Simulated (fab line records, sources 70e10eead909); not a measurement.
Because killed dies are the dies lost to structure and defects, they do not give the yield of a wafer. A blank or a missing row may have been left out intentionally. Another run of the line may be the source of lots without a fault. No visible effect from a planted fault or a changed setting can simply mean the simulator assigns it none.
Which tool was responsible? || flow nand_harc || 6 lots, 18 wafers sampled, at 2 steps of a route of 1159

WHAT THE GAUGES READ, wafer by wafer
NHARC_P_GATE_CD_MEAS_33.
{"lot": "L577", "measured": "day 5 03:10", "on": "cd_sem-01", "cd_nm (nm)": "123.4 115.3 122.8"}
{"lot": "L582", "measured": "day 6 13:25", "on": "cd_sem-03", "cd_nm (nm)": "119.7 123.7 123.9"}
{"lot": "L589", "measured": "day 8 05:37", "on": "cd_sem-01", "cd_nm (nm)": "118.9 123.1 118.5"}
{"lot": "L588", "measured": "day 8 06:52", "on": "cd_sem-03", "cd_nm (nm)": "122.7 125.0 120.1"}
{"lot": "L594", "measured": "day 9 13:57", "on": "cd_sem-02", "cd_nm (nm)": "119.9 120.7 120.7"}
{"lot": "L597", "measured": "day 10 08:20", "on": "cd_sem-01", "cd_nm (nm)": "124.6 122.3 119.5"}

WHAT TOOL EACH LOT RAN ON (gives the tool, then ch and the chambers of the sampled wafers, and finally the start)
{"lot": "L577", "NHARC_P_GATE_ETCH_104": "rie_diel-03 ch 0,1, day 5 02:25"}
{"lot": "L582", "NHARC_P_GATE_ETCH_104": "rie_diel-09 ch 0,2,3, day 6 12:32"}
{"lot": "L589", "NHARC_P_GATE_ETCH_104": "rie_diel-02 ch 0,1,2, day 8 04:49"}
{"lot": "L588", "NHARC_P_GATE_ETCH_104": "rie_diel-03 ch 0,1,2, day 8 05:41"}
{"lot": "L594", "NHARC_P_GATE_ETCH_104": "rie_diel-09 ch 0,1, day 9 13:12"}
{"lot": "L597", "NHARC_P_GATE_ETCH_104": "rie_diel-09 ch 0,1,2, day 10 07:37"}
- NHARC_P_GATE_ETCH_104: etches the open film in CF4/CHF3, target depth 60 nm.

THE ANSWER, worked out from the rows above alone
Rule: the lots themselves supply what counts as usual. Put in order of their means at a reading, lots are off if they are a third of the lots or fewer, leave a main group of 4 or more, and stand apart from it by a gap of 3 or more times the standard deviation of the main group's means; of several such gaps the widest counts. A main group whose means are all the same, to the digits that the tables above print for the reading, isn't used. A lot without any number at a reading at which 4 lots or more have one is off too. Where the step has rows for the other lots, those lots are counted as sound.
No lot is off on any of the readings shown, so nothing can be concluded from this.

WHAT THE SIMULATOR PUT IN
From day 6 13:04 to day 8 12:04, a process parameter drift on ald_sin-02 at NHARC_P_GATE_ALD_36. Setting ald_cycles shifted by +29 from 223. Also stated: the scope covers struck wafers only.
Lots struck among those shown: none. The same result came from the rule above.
